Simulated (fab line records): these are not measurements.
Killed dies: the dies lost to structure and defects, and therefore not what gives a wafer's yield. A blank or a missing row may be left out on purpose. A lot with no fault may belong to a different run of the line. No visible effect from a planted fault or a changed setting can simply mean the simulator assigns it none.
fab line records	flow n5-finfet
record lots=4	wafers=12	last-day=16
route steps=1938 shown BEOL_M1@763 BEOL_M4@1111 PASSIVATION@1936
lots with no fault: from the same line, run without faults
start-h: hours from the record's first day to the start of the lot's first wafer shown	wait-h: hours from the lot's prior step to this one	" the same as in the row above	L1.1+2: one row covering several wafers at once	- no value, or no start was given	* or withheld: withheld	< > ~ a bound
route shown NAME@n: NAME is a module with steps in the file, n the number in the route of the first one	usual: the fault-free wafers' mean and standard deviation	same: alike in all rows	chamber/n: place in a boat	sites: per-site readings	_std_site: how widely they spread, as a standard deviation	_edge_site: mean of outer sites minus mean of inner sites	radius-mm: how far each site lies from the wafer's centre	mask NAME#n: copy n	behind: the most recent tool/chamber to have shaped the wafer	hold: why the lot went on hold/how many hours it stayed there/how the hold came to an end	device: the transistor (n, p or np) that didn't switch	end of line: tests of these same wafers at the route's end	step lacking rows: just its recipe	killed: dies lost to structure and defects at the first sort, not the wafer's yield	map: per-die view of a wafer (x killed, . not killed, _ where there is no die)
set.NAME: setting as actually run; set.NAME@STEP: the setting as run at that earlier step	model.NAME: the simulator's own value behind a step, which no gauge read
lots seen at some steps along the route; tables by step, rows by wafer
## steps
# step N5_BEOL_M1_DEVELOP_10
# recipe develop-time-s=30	developer=TMAH	resist=CAR-EUV	rinse-liquid=surfactant-rinse	dry=air-spin	dev-temp-c=23
# step N5_BEOL_M1_DESCUM_16
# recipe chemistry=O2	time-s=7	source-power-w=50	bias-power-w=20	pressure-mtorr=20	rf-frequency-hz=2.712e+07	temp-c=40	resist=CAR-EUV	o2-flow-sccm=225
# step N5_BEOL_M1_ETCH_74
# recipe chemistry=N2/H2	target=underlayer	target-depth-a=65	mask-material=CAR-EUV	time-s=5.2	ion-energy-ev=200	pressure-mtorr=30	source-w=840	bias-w=150	n2-flow-sccm=200	h2-flow-sccm=200	ends=cleared
# step N5_BEOL_M1_ETCH_63
# recipe chemistry=CF4	target=SiARC	target-depth-a=156	mask-material=CAR-EUV	time-s=26	ion-energy-ev=80	pressure-mtorr=40	source-w=545	bias-w=36	Ar_flow_sccm=100	cf4-flow-sccm=100	ends=cleared
# step N5_BEOL_M1_ETCH_64
# recipe chemistry=N2/H2	target=SOC	target-depth-a=750	overetch-a=150	mask-material=SiARC	temp-c=40	time-s=112.5	ion-energy-ev=200	pressure-mtorr=30	source-w=840	bias-w=150	n2-flow-sccm=200	h2-flow-sccm=200
# step N5_BEOL_M1_STRIP_65
# recipe chemistry=N2/H2	temp-c=40	n2-flow-sccm=200	h2-flow-sccm=200	rf-frequency-hz=6e+07
# step N5_BEOL_M1_STRIP_75
# recipe chemistry=N2/H2	temp-c=40	n2-flow-sccm=200	h2-flow-sccm=200	rf-frequency-hz=6e+07
# step N5_BEOL_M1_STRIP_66
# recipe chemistry=CF4	resist=SiARC	power-w=300	bias-power-w=75	pressure-mtorr=50	cf4-flow-sccm=150	rf-frequency-hz=6e+07
# step N5_BEOL_M1_HM_OPEN_17
# recipe chemistry=Cl2/BCl3	target-depth-a=200	overetch-a=60	target=TiN	mask-material=SOC	ion-energy-ev=150	pressure-mtorr=10	icp-w=1000	bias-w=126	Cl2_flow_sccm=53.25	bcl3-flow-sccm=21.75	Ar_flow_sccm=25
# step N5_BEOL_M1_STRIP_19
# recipe chemistry=O2	power-w=400	temp-c=40	pressure-mtorr=30	rf-frequency-hz=6e+07	bias-power-w=0	overash-fraction=0.2	o2-flow-sccm=225
# usual drypump-motor-current-A=5.7/0.57	oes-product-au=0.80/0.095	rf-vpp-V=3.7/0.43	showerhead-plenum-p-Torr=2.08/0.058	throttle-valve-pct=16.6/0.31
lot.wafer	tool	chamber	start-h	wait-h	drypump-motor-current-A	oes-product-au	rf-hours-counter-h	rf-vpp-V	showerhead-plenum-p-Torr	throttle-valve-pct
L175.1	rie-diel-03	0	175.85	0.1	5.0	0.85	66	4.1	2.13	16.2
L175.3	"	1	"	"	5.3	0.75	169	3.6	2.07	16.4
L175.4	"	3	"	"	6.2	0.72	201	3.8	2.18	16.7
L180.2	rie-diel-03	3	206.84	0.1	6.2	0.71	210	4.2	2.18	16.8
L180.5	"	3	"	"	6.3	0.71	-	3.8	2.17	16.8
L180.6	"	2	"	"	5.5	0.68	-	3.5	2.00	17.0
L182.1	rie-diel-03	3	216.94	0.1	6.3	0.71	213	3.5	2.17	16.7
L182.4	"	0	"	"	5.0	0.84	77	3.6	2.12	16.3
L182.6	"	1	"	"	5.3	0.74	-	3.4	2.07	16.5
L181.2	rie-diel-01	1	217.12	0.1	5.2	0.70	221	3.8	2.07	17.0
L181.3	"	3	"	"	6.3	0.86	68	3.8	2.04	16.5
L181.6	"	0	"	"	4.8	0.88	-	3.9	2.11	16.4
# step N5_BEOL_M1_COAT_67
# recipe resist=SOC	temp-c=250	time-s=60	spin-rpm=1500	resist-thk-nm=60
# step N5_BEOL_M1_COAT_68
# recipe resist=SiARC	temp-c=220	time-s=60	spin-rpm=1500	resist-thk-nm=12
# step N5_BEOL_M1_COAT_76
# recipe resist=underlayer	temp-c=205	time-s=60	spin-rpm=1500	resist-thk-nm=5
# step N5_BEOL_M1_COAT_22
# recipe resist=CAR-EUV	spin-rpm=1500	resist-thk-nm=30
# step N5_BEOL_M1_EBR_24
# recipe solvent=PGMEA	ebr-width-mm=1.5
# step N5_BEOL_M1_SOFTBAKE_23
# recipe temp-c=110	time-s=60	resist=CAR-EUV
# step N5_BEOL_M1_EXPOSE_25
# recipe mask-id=V0	na=0.33	source-shape=quasar	sigma-inner=0.2	sigma-outer=0.8	polarization=unpolarized	defocus-nm=5	target-cd-nm=24	dose-mj=63
# step N5_BEOL_M1_PEB_26
# recipe peb-temp-c=100	peb-time-s=60	resist=CAR-EUV
# step N5_BEOL_M1_DEVELOP_27
# recipe develop-time-s=30	developer=TMAH	resist=CAR-EUV	rinse-liquid=surfactant-rinse	dry=air-spin	dev-temp-c=23
# step N5_BEOL_M1_INSPECT_30
# recipe mode=adi	inspect-instrument=brightfield
# usual raw-defect-count=383/79
lot.wafer	tool	chamber	start-h	wait-h	raw-defect-count
L175.1	defect-inspect-02	-	176.32	0.1	322
L175.3	"	-	"	"	371
L175.4	"	-	"	"	264
L180.2	defect-inspect-01	-	207.45	0.0	1472
L180.5	"	-	"	"	1513
L180.6	"	-	"	"	1485
L182.1	defect-inspect-02	-	217.54	0.1	1633
L182.4	"	-	"	"	1517
L182.6	"	-	"	"	1493
L181.2	defect-inspect-01	-	217.65	0.0	358
L181.3	"	-	"	"	305
L181.6	"	-	"	"	493
# step N5_BEOL_M1_DESCUM_33
# recipe chemistry=O2	time-s=7	source-power-w=50	bias-power-w=20	pressure-mtorr=20	rf-frequency-hz=2.712e+07	temp-c=40	resist=CAR-EUV	o2-flow-sccm=225
# step N5_BEOL_M4_RC_MEAS_101
# usual DIBL_N=35.9/1.7	DIBL_P=36.0/2.2	IOFF_N=0.16/0.031	IOFF_P=0.21/0.039	ION_N=678/13	ION_P=464/8.8	SS_N=71.5/0.61	SS_P=73.2/0.68	VT_N=249/3.3	VT_P=-250/3.8
lot.wafer	tool	chamber	start-h	wait-h	DIBL_N[mV/V]	DIBL_P[mV/V]	IOFF_N[nA/um]	IOFF_P[nA/um]	ION_N[uA/um]	ION_P[uA/um]	SS_N[mV/dec]	SS_P[mV/dec]	VT_N[mV]	VT_P[mV]
L175.1	prober-01	0	219.82	0.0	34.7	37.0	0.14	0.22	662	462	71.3	73.8	253	-249
L175.3	"	0	"	"	37.3	40.0	0.22	0.28	689	469	72.0	74.1	247	-243
L175.4	"	0	"	"	35.4	36.3	0.16	0.21	679	465	71.6	72.9	251	-247
L182.1	prober-02	0	257.88	0.0	32.5	31.2	0.11	0.14	668	462	70.0	71.7	254	-258
L182.4	"	0	"	"	36.5	35.8	0.16	0.20	680	463	70.8	73.2	248	-252
L182.6	"	0	"	"	36.1	36.1	0.16	0.20	689	473	70.9	72.1	246	-252
L180.2	prober-02	0	261.86	0.2	35.1	37.0	0.17	0.22	684	469	71.9	73.0	248	-250
L180.5	"	0	"	"	34.5	35.0	0.16	0.19	684	464	71.2	72.7	248	-250
L180.6	"	0	"	"	35.5	37.2	0.20	0.23	684	464	71.9	73.9	243	-249
L181.2	prober-01	0	265.14	0.2	35.7	36.1	0.17	0.23	687	474	71.6	73.3	248	-248
L181.3	"	0	"	"	35.7	36.2	0.15	0.23	682	475	71.2	73.5	247	-245
L181.6	"	0	"	"	36.9	37.1	0.18	0.25	701	473	71.8	73.6	245	-245
# step N5_PASSIVATION_PROBE_49
# usual defect-limited-yield=90.9/1.5	killed_at_M0_to_M3=36/10	killed_at_M4_up=13/5.5	killed-at-contacts=12/5.6	killed-at-front-end=42/12	killed-at-other=4/3.2	killed-dies=108/18	killed-on-rim=15/4.1	killed-open=71/13	killed-short=34/7.8	sort_bin_5_function=5.4/1	sort_bin_6_memory=3.4/0.68	sort-n-pass=1072/18	sort-yield-pct=90.9/1.5
# same gross-dies=1180	killed-at-back-side=0	sort_bin_4_leakage[%]=0	sort_bin_8_speed[%]=0
lot.wafer	tool	chamber	start-h	wait-h	defect-limited-yield[%]	killed_at_M0_to_M3	killed_at_M4_up	killed-at-contacts	killed-at-front-end	killed-at-other	killed-dies	killed-on-rim	killed-open	killed-short	sort_bin_5_function[%]	sort_bin_6_memory[%]	sort-n-pass	sort-yield-pct[%]
L175.1	prober-01	-	339.66	0.0	91.2	55	5	12	30	2	104	18	63	40	5.8	2.9	1076	91.2
L175.3	prober-01	-	339.76	0.1	89.7	49	12	23	35	2	121	24	78	41	5.5	4.4	1059	89.7
L175.4	prober-01	-	339.81	0.2	89.3	38	11	20	55	2	126	15	91	35	6.6	3.8	1054	89.3
L182.1	prober-01	-	373.41	0.0	79.3	184	18	13	28	1	244	25	71	31	11.7	4.9	936	79.3
L182.4	prober-01	-	373.56	0.2	85.5	120	17	6	23	5	171	28	52	32	8.9	3.4	1009	85.5
L182.6	prober-01	-	373.66	0.3	86.1	100	12	5	45	2	164	37	60	31	7.9	3.9	1016	86.1
L180.2	prober-01	-	376.71	0.1	79.9	160	14	11	48	4	237	28	69	30	12.3	3.8	943	79.9
L180.5	prober-01	-	376.86	0.2	79.4	173	6	19	41	4	243	26	77	25	11.9	4.6	937	79.4
L180.6	prober-01	-	376.91	0.3	79.1	184	7	3	53	0	247	13	66	29	12.7	4.0	933	79.1
# killed by level:class
L175.1 BEOL_M3:geometric-particle:open=13 BEOL_M2:geometric-particle:open=11 FIN_SAQP:geometric-particle:short=10 MOL_CONTACT_COAG:geometric-particle:open=8 BEOL_M0_SAQP:geometric-particle:open=8 BEOL_M0_SAQP:geometric-particle:short=7 BEOL_M1:geometric-particle:open=5 STI_FIN_REVEAL:geometric-particle:open=4
L175.3 MOL_CONTACT_COAG:geometric-particle:open=16 BEOL_M3:geometric-particle:open=11 BEOL_M0_SAQP:geometric-particle:open=9 FIN_SAQP:geometric-particle:short=8 BEOL_M0_SAQP:geometric-particle:short=8 FIN_SAQP:geometric-particle:open=7 MOL_CONTACT_COAG:geometric-particle:short=7 BEOL_M1:geometric-particle:open=7
L175.4 FIN_SAQP:geometric-particle:short=16 MOL_CONTACT_COAG:geometric-particle:open=16 STI_FIN_REVEAL:geometric-particle:open=13 FIN_SAQP:geometric-particle:open=10 BEOL_M2:geometric-particle:open=8 BEOL_M0:geometric-particle:open=7 BEOL_M0_SAQP:geometric-particle:open=6 BEOL_M4:geometric-particle:open=6
L182.1 BEOL_M1:unspecified=141 BEOL_M0_SAQP:geometric-particle:open=15 MOL_CONTACT_COAG:geometric-particle:open=10 STI_FIN_REVEAL:geometric-particle:open=8 BEOL_M0_SAQP:geometric-particle:short=8 BEOL_M2:geometric-particle:open=8 BEOL_M4:geometric-particle:open=7 BEOL_M2:geometric-particle:short=5
L182.4 BEOL_M1:unspecified=85 BEOL_M0_SAQP:geometric-particle:short=9 BEOL_M0_SAQP:geometric-particle:open=8 BEOL_M3:geometric-particle:open=8 BEOL_M2:geometric-particle:open=6 FIN_SAQP:geometric-particle:short=5 STI_FIN_REVEAL:geometric-particle:open=5 MOL_CONTACT_COAG:geometric-particle:open=5
L182.6 BEOL_M1:unspecified=70 FIN_SAQP:geometric-particle:open=11 FIN_SAQP:geometric-particle:short=8 BEOL_M0:geometric-particle:open=8 BEOL_M0_SAQP:geometric-particle:short=6 BEOL_M0_SAQP:geometric-particle:open=6 MOL_CONTACT_COAG:geometric-particle:open=5 STARTING-WAFER:geometric-particle:open=5
L180.2 BEOL_M1:unspecified=138 STI_FIN_REVEAL:geometric-particle:open=20 FIN_SAQP:geometric-particle:open=11 BEOL_M0_SAQP:geometric-particle:short=9 BEOL_M4:geometric-particle:open=8 MOL_CONTACT_COAG:geometric-particle:open=6 BEOL_M0_SAQP:geometric-particle:open=6 MOL_CONTACT_COAG:geometric-particle:short=5
L180.5 BEOL_M1:unspecified=138 MOL_CONTACT_COAG:geometric-particle:open=16 FIN_SAQP:geometric-particle:open=13 BEOL_M0_SAQP:geometric-particle:short=10 BEOL_M1:geometric-particle:open=7 STI_FIN_REVEAL:geometric-particle:open=6 BEOL_M0_SAQP:geometric-particle:open=6 BEOL_M2:geometric-particle:open=6
L180.6 BEOL_M1:unspecified=147 FIN_SAQP:geometric-particle:open=11 STI_FIN_REVEAL:geometric-particle:open=11 FIN_SAQP:geometric-particle:short=10 BEOL_M1:geometric-particle:open=9 BEOL_M0_SAQP:geometric-particle:open=7 BEOL_M1:geometric-particle:short=6 BEOL_M3:geometric-particle:open=5
# map L180.6 (x killed, . not)
_________________......x.....________________
______________...........x.x...._____________
___________.......xxxxx.x..x.x.....__________
__________......xxxxx.xxxx..x......._________
________x.....x..xxxxxxxxxxx.........._______
_______x....xx.xxxxxxxxxxxxx...........______
______.........xxxxxxxxxxxxxx..x.xx....._____
_____.x........xxxxxxxxxxxxxxx..x...x....____
____x......x..xxxxxxxxxxxxxxx..x..........___
___x..xx.......xxxxxxxxxxxxxx.....xx..x..x.__
___xx..x.....x.x.xxxxxxxxxx..x.....x.......__
__x.............xxxxxxxxxxx.x....x....x....._
__.........x.x...xxxxxxxxxx........x.....x.._
_....x...x......x..xxxx.............x........
_..............x.x..xx..x...............x.x..
_.......x..x......................x.x...x.xx.
_..........x................x...x.x..........
_.........x...........x...x...........x......
_......x....x.x.....x..x.....x.........x.....
_......x....x....x.......x...................
_............x........x...x..................
__...............x.....................x...._
__............x.....x....x...............x.._
___..x..x.........................x........__
___.x.................x....x...............__
____............x.......x....x............___
_____.......x..x.....x...........x.......____
______....x.xx...............x.........._____
_______.....................x..........______
________.............................._______
__________...................x...x.._________
___________..x.x......x.......x....__________
______________..x.....x........._____________
_________________..........x.________________
# map L182.1 (x killed, . not)
_________________.........x..________________
______________...x....x..xxxxx.._____________
___________...............x.....xx.__________
__________..........x......xxxxxxxxx_________
________........x...........xxxxxxxxxx_______
_______...................xxxxxxxxxxxxx______
______....................xxxxxxxxxxxxxx_____
_____...................xxxxxxxxxxxxxxxx.____
____..x.......x...x..x....xxxxxxxxxxxxxxx.___
___.................x.....xxxxxxxxxxxxx.x..__
___.............x....x.xx.xxxxxxxxxxxxx..x.__
__.......x...........xxxxx.xxxxxxxxxxxxx...._
__x.........................x.xx.xxxxxx....._
_.....x......x..x...........xxxxxxxxx.x...x..
_...x.........................xx.x...........
_...........x........xx........x.x...........
_...x.........x.....x...x..xx......x..x......
_.x...............x.........x........x.......
_..........x.......x...x.x..x....x...x.......
_......................................x.xx..
_.x..........................................
__................xx...........xxx.........x_
__........x.......x........................._
___..............................x..x......__
___....x................x......x..x.......x__
____................x...x.................___
_____........x...........xx......x...xx..____
______..x...x..x........................_____
_______......x..........x..............______
________..................x...xx......_______
__________.........x................_________
___________.......x..x....xxx.....x__________
______________............x....._____________
_________________.x......x..x________________
## key
first-sign step=N5_BEOL_M1_INSPECT_30	reading=raw-defect-count	direction=up	sigmas=14	usual=383	struck=1519
effect step=N5_PASSIVATION_PROBE_49	reading=killed_at_M0_to_M3	direction=up	sigmas=12	usual=36	struck=154
more-kills-born-at N5_BEOL_M1_STRIP_19@rie-diel-03=719
met-at N5_BEOL_M1_STRIP_19
struck-wafers L180.2,L180.5,L180.6,L182.1,L182.4,L182.6
onset-between 175.85 206.84
fault kind=chamber-particle-source	tool=rie-diel-03	chamber=-	onset-h=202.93	steps=N5_BEOL_M1_STRIP_19	rate-per-visit-cm2=1.7256	end-h=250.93
